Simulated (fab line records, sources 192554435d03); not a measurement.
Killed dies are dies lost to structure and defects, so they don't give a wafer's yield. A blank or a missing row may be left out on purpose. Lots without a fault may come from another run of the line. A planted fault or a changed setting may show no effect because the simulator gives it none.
fab line records | flow n5_finfet
record lots=12 wafers=33 last_day=17
route steps=1938 shown BEOL_M11@1568 PASSIVATION@1936
lots that met no fault: from a run of the same line without faults
start_h: hours from the record's first day to the start of the lot's first wafer shown | wait_h: hours since the lot's step before | " the same as in the row above | L1.1+2: a row that stands for several wafers | - no value, or no start given | * or withheld: withheld | < > ~ a bound
route shown NAME@n: a module of which the file shows steps, and the number in the route of the first | usual: mean/standard deviation of fault-free wafers | same: alike in all rows | chamber/n: place in a boat | sites: the reading at each site | _std_site: their standard deviation | _edge_site: outer sites' mean less inner sites' | radius_mm: how far each site lies from the wafer's centre | mask NAME#n: copy n | behind: the tool/chamber that last shaped the wafer | hold: why the lot was held/for how many hours/how that ended | device: the transistor (n, p or np) that didn't switch | end of line: the same wafers' tests at the end of the route | a step without rows: its recipe alone | killed: dies lost to structure and defects at the first sort, not the wafer's yield | map: a wafer's dies, x killed, . not, _ none there
set.NAME: the setting as run; set.NAME@STEP: as run at that earlier step | model.NAME: the simulator's own value behind a step, which no gauge read
steps of the route over a sample of lots; a table a step, a row a wafer
services: from which hour (start_h, from the record's first day; less than 0 if before it) a tool's chamber was out of use, for how many hours, and why
## steps
# step N5_BEOL_M11_CD_MEAS_28
# recipe target_cd_nm=70 landing_energy_ev=500 detector=se_inlens polarity=opening
# usual cd_nm=69.1/1
# columns lot.wafer tool chamber start_h wait_h cd_nm
L573.3 cd_sem-03 0 239.43 - 69.1
L573.5 " 0 " " 69.4
L573.6 " 0 " " 69.4
L572.1 cd_sem-01 0 239.59 - 68.8
L572.2 " 0 " " 68.1
L572.5 " 0 " " 68.6
L571.2 cd_sem-01 0 239.86 - 67.8
L571.4 " 0 " " 69.1
L571.5 " 0 " " 67.6
L574.2 cd_sem-03 0 253.81 - 66.7
L574.3 " 0 " " 69.3
L574.4 " 0 " " 66.7
L575.2 cd_sem-02 0 258.13 - 70.1
L575.3 " 0 " " 70.3
L575.4 " 0 " " 71.2
L581.2 cd_sem-02 0 281.10 - 68.5
L581.3 " 0 " " 68.6
L581.4 " 0 " " 68.8
L582.4 cd_sem-03 0 305.82 - 69.0
L582.5 " 0 " " 69.2
L583.2 cd_sem-01 0 309.72 - 70.8
L583.3 " 0 " " 69.8
L585.2 cd_sem-01 0 320.07 - 70.6
L585.5 " 0 " " 69.2
L592.1 cd_sem-02 0 367.86 - 68.8
L592.2 " 0 " " 70.3
L592.5 " 0 " " 69.1
L594.3 cd_sem-01 0 369.86 - 70.9
L594.5 " 0 " " 70.1
L594.6 " 0 " " 70.1
L593.2 cd_sem-01 0 370.10 - 69.1
L593.4 " 0 " " 69.7
L593.6 " 0 " " 69.0
# step N5_BEOL_M11_STRIP_36
# recipe chemistry=N2/H2 power_w=450 temp_c=40 pressure_mtorr=20 rf_frequency_hz=6e+07 overash_fraction=0.3 bias_power_w=7 h2_frac=0.5 n2_flow_sccm=200 h2_flow_sccm=200
# usual drypump_motor_current_A=5.9/0.46 oes_product_au=0.82/0.08 rf_vpp_V=59.2/1.7 showerhead_plenum_p_Torr=2.53/0.08 throttle_valve_pct=23.4/0.42
# columns lot.wafer tool chamber start_h wait_h drypump_motor_current_A oes_product_au rf_hours_counter_h rf_vpp_V showerhead_plenum_p_Torr throttle_valve_pct
L573.3 rie_diel-03 0 239.88 0.0 6.2 0.92 20 59.3 2.49 23.4
L573.5 " 3 " " 5.7 0.68 - 58.7 2.61 23.8
L573.6 " 2 " " 6.6 0.91 - 59.7 2.57 22.8
L572.1 rie_diel-06 3 240.34 0.0 5.4 0.88 53 59.0 2.68 23.1
L572.2 " 0 " " 6.0 0.83 97 57.6 2.57 23.8
L572.5 " 2 " " 5.4 0.74 - 57.5 2.54 24.1
L571.2 rie_diel-03 1 240.35 0.0 5.7 0.74 193 58.2 2.38 23.4
L571.4 " 2 " " 6.6 0.92 29 57.6 2.56 22.8
L571.5 " 1 " " 5.7 0.74 - 55.7 2.38 23.4
L574.2 rie_diel-03 0 254.16 0.0 6.2 0.91 24 59.3 2.49 23.4
L574.3 " 3 " " 5.7 0.67 238 60.1 2.61 23.9
L574.4 " 1 " " 5.7 0.72 197 57.3 2.38 23.4
L575.2 rie_diel-03 1 258.49 0.0 5.7 0.73 199 56.2 2.38 23.4
L575.3 " 2 " " 6.6 0.89 35 57.9 2.56 22.8
L575.4 " 3 " " 5.7 0.67 240 61.8 2.61 23.9
L581.2 rie_diel-06 1 281.74 0.0 5.5 0.90 37 59.5 2.49 23.7
L581.3 " 0 " " 6.1 0.81 109 62.3 2.57 23.8
L581.4 " 3 " " 5.4 0.84 66 61.7 2.67 23.1
L582.4 rie_diel-06 0 307.00 0.0 6.0 0.80 117 58.7 2.57 23.8
L582.5 " 0 " " 6.1 0.80 - 58.1 2.57 23.8
L583.2 rie_diel-02 3 310.08 0.0 5.3 0.80 93 55.6 2.46 23.3
L583.3 " 2 " " 6.2 0.88 36 60.4 2.51 24.2
L585.2 rie_diel-03 2 320.42 0.0 6.6 0.89 55 58.8 2.55 22.8
L585.5 " 1 " " 5.6 0.73 - 58.3 2.37 23.4
L592.1 rie_diel-03 1 368.25 0.0 5.7 0.71 235 59.0 2.37 23.4
L592.2 " 0 " " 6.2 0.87 60 60.5 2.48 23.4
L592.5 " 1 " " 5.7 0.72 - 59.3 2.37 23.5
L594.3 rie_diel-02 3 370.22 0.0 5.3 0.77 113 58.6 2.45 23.3
L594.5 " 1 " " 6.6 0.75 - 60.5 2.53 23.4
L594.6 " 0 " " 6.3 0.92 - 62.2 2.57 22.8
L593.2 rie_diel-03 1 370.46 0.0 5.7 0.69 235 59.1 2.37 23.4
L593.4 " 0 " " 6.2 0.88 60 57.2 2.48 23.4
L593.6 " 3 " " 5.7 0.92 - 58.9 2.60 23.6
# step N5_BEOL_M11_STRIP_77
# recipe chemistry=N2/H2 time_s=10 power_w=450 temp_c=40 pressure_mtorr=20 rf_frequency_hz=6e+07 bias_power_w=7 n2_flow_sccm=200 h2_flow_sccm=200
# usual drypump_motor_current_A=5.9/0.46 oes_product_au=0.82/0.08 rf_vpp_V=59.3/0.88 showerhead_plenum_p_Torr=2.53/0.08 throttle_valve_pct=23.4/0.42
# columns lot.wafer tool chamber start_h wait_h drypump_motor_current_A oes_product_au rf_hours_counter_h rf_vpp_V showerhead_plenum_p_Torr throttle_valve_pct
L573.3 rie_diel-03 0 - - 6.2 0.93 20 60.1 2.50 23.4
L573.5 " 3 " " 5.7 0.67 - 59.6 2.61 23.9
L573.6 " 2 " " 6.6 0.92 - 59.8 2.56 22.8
L572.1 rie_diel-06 3 - - 5.4 0.87 53 59.9 2.68 23.1
L572.2 " 0 " " 6.0 0.82 97 59.3 2.58 23.8
L572.5 " 2 " " 5.4 0.74 - 59.7 2.54 24.1
L571.2 rie_diel-03 1 - - 5.7 0.73 193 58.9 2.38 23.4
L571.4 " 2 " " 6.6 0.91 29 58.0 2.56 22.8
L571.5 " 1 " " 5.7 0.73 - 58.1 2.38 23.4
L574.2 rie_diel-03 0 - - 6.2 0.93 24 58.2 2.49 23.4
L574.3 " 3 " " 5.7 0.67 238 58.7 2.61 23.9
L574.4 " 1 " " 5.7 0.73 197 58.3 2.38 23.4
L575.2 rie_diel-03 1 - - 5.7 0.73 199 59.1 2.38 23.4
L575.3 " 2 " " 6.6 0.90 35 59.9 2.56 22.8
L575.4 " 3 " " 5.7 0.67 240 60.3 2.61 23.8
L581.2 rie_diel-06 1 - - 5.5 0.91 37 58.3 2.49 23.6
L581.3 " 0 " " 6.0 0.80 109 57.7 2.57 23.8
L581.4 " 3 " " 5.4 0.86 67 59.6 2.67 23.1
L582.4 rie_diel-06 0 - - 6.0 0.81 117 59.4 2.57 23.8
L582.5 " 0 " " 6.0 0.80 - 59.5 2.57 23.8
L583.2 rie_diel-02 3 - - 5.2 0.80 93 57.5 2.46 23.2
L583.3 " 2 " " 6.1 0.88 36 60.8 2.51 24.3
L585.2 rie_diel-03 2 - - 6.6 0.88 55 59.7 2.55 22.8
L585.5 " 1 " " 5.7 0.72 - 59.9 2.37 23.4
L592.1 rie_diel-03 1 - - 5.7 0.70 235 59.6 2.37 23.5
L592.2 " 0 " " 6.2 0.87 60 60.5 2.48 23.4
L592.5 " 1 " " 5.7 0.70 - 58.6 2.37 23.5
L594.3 rie_diel-02 3 - - 5.2 0.78 113 58.5 2.45 23.3
L594.5 " 1 " " 6.6 0.75 - 59.2 2.53 23.4
L594.6 " 0 " " 6.3 0.91 - 59.5 2.57 22.7
L593.2 rie_diel-03 1 - - 5.6 0.71 236 58.3 2.37 23.5
L593.4 " 0 " " 6.2 0.88 60 61.3 2.48 23.4
L593.6 " 3 " " 5.7 0.92 - 59.3 2.60 23.6
# step N5_BEOL_M11_CVD_75
# recipe material=Co target_thk_a=20 temp_c=withheld precursor=CCTBA/H2 pressure_torr=30 time_s=138.9
# usual run_length_s=161.6/0.48
# columns lot.wafer tool chamber start_h wait_h run_length_s
L573.3 cvd_co-02 0 241.16 0.0 161.4
L573.5 " 1 " " 161.4
L573.6 " 0 " " 161.5
L572.1 cvd_co-02 0 241.58 0.0 161.5
L572.2 " 2 " " 161.8
L572.5 " 2 " " 161.7
L571.2 cvd_co-01 1 241.69 0.0 161.2
L571.4 " 1 " " 160.9
L571.5 " 0 " " 161.6
L574.2 cvd_co-01 1 256.00 0.0 161.1
L574.3 " 0 " " 161.8
L574.4 " 1 " " 160.8
L575.2 cvd_co-02 1 260.08 0.1 161.1
L575.3 " 0 " " 161.5
L575.4 " 1 " " 161.1
L581.2 cvd_co-02 0 283.60 0.1 162.0
L581.3 " 2 " " 162.3
L581.4 " 1 " " 161.0
L582.4 cvd_co-02 2 308.61 0.3 162.4
L582.5 " 1 " " 156.9
L583.2 cvd_co-02 1 311.39 0.1 161.1
L583.3 " 0 " " 157.7
L585.2 cvd_co-02 1 321.86 0.1 161.5
L585.5 " 2 " " 158.1
L592.1 cvd_co-01 1 369.63 0.1 161.1
L592.2 " 0 " " 161.9
L592.5 " 0 " " 161.4
L594.3 cvd_co-01 1 371.56 0.1 161.6
L594.5 " 1 " " 161.2
L594.6 " 0 " " 161.4
L593.2 cvd_co-01 0 371.86 0.1 161.4
L593.4 " 1 " " 160.8
L593.6 " 1 " " 160.7
# step N5_PASSIVATION_PROBE_49
# usual defect_limited_yield=91.1/1.6 killed_at_M0_to_M3=35/11 killed_at_M4_up=13/5.4 killed_at_contacts=13/6.5 killed_at_front_end=40/14 killed_at_other=4/3.1 killed_dies=105/18 killed_open=69/14 killed_short=34/7.3 sort_bin_5_function=5.2/0.96 sort_bin_6_memory=3.4/0.77 sort_bin_8_speed=0.02/0.13 sort_n_pass=1075/19
# same gross_dies=1180 killed_at_back_side=0 sort_bin_4_leakage[%]=0
# columns lot.wafer tool chamber start_h wait_h defect_limited_yield[%] killed_at_M0_to_M3 killed_at_M4_up killed_at_contacts killed_at_front_end killed_at_other killed_dies killed_open killed_short sort_bin_5_function[%] sort_bin_6_memory[%] sort_bin_8_speed[%] sort_n_pass
L583.3 prober-02 - 357.30 0.1 92.5 24 18 9 36 2 89 61 27 4.8 2.5 0 1091
# killed by level:class
L583.3 BEOL_M2:geometric_particle:open=11 BEOL_M4:geometric_particle:open=10 MOL_CONTACT_COAG:geometric_particle:open=8 FIN_SAQP:geometric_particle:open=7 FIN_SAQP:geometric_particle:short=7 STARTING-WAFER:geometric_particle:short=7 GATE_CUT:geometric_particle:short=5 BEOL_M3:geometric_particle:open=4
## services
# columns tool chamber start_h hours kind
rie_diel-06 1 268.83 5.7 repair
rie_diel-03 0 288.35 3.7 repair
rie_diel-03 3 298.09 - clean
rie_diel-03 3 298.09 - consumable_replace:focus_ring
rie_diel-03 3 298.09 12.6 scheduled_down
rie_diel-03 3 298.09 12.6 vent_cycle
rie_diel-02 0 307.50 - clean
rie_diel-02 0 307.50 - consumable_replace:focus_ring
rie_diel-02 0 307.50 16.1 scheduled_down
rie_diel-02 0 307.50 16.1 vent_cycle
cvd_co-02 1 333.33 - clean
cvd_co-02 1 333.33 22.0 scheduled_down
cvd_co-02 1 333.33 22.0 vent_cycle
cvd_co-02 - 347.63 0.3 repair
rie_diel-06 - 351.47 2.8 pm
rie_diel-06 - 371.00 14.6 pm
## key
first_sign step=N5_BEOL_M11_CVD_75 reading=run_length_s direction=down sigmas=8.4 usual=* struck=*
effect none on later readings
met_at N5_BEOL_M11_CVD_75
struck_lots L582,L583,L585
struck_wafers L582.5,L583.3,L585.5
baseline_loss step=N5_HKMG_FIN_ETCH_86 wafers=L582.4
not_acting_at N5_BEOL_M11_CD_MEAS_28,N5_BEOL_M11_STRIP_36,N5_BEOL_M11_STRIP_77
onset_between 283.60 308.61
fault kind=process_parameter_drift tool=cvd_co-02 chamber=- onset_h=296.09 steps=N5_BEOL_M11_CVD_75 channel=time_s offset=* shape=step end_h=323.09 scope=struck_wafers_only acts_in=* stated=*
# baseline_loss: these wafers lose ten dies or more at that step, a loss of the line's own and not of a fault; the sort's usual values leave them out
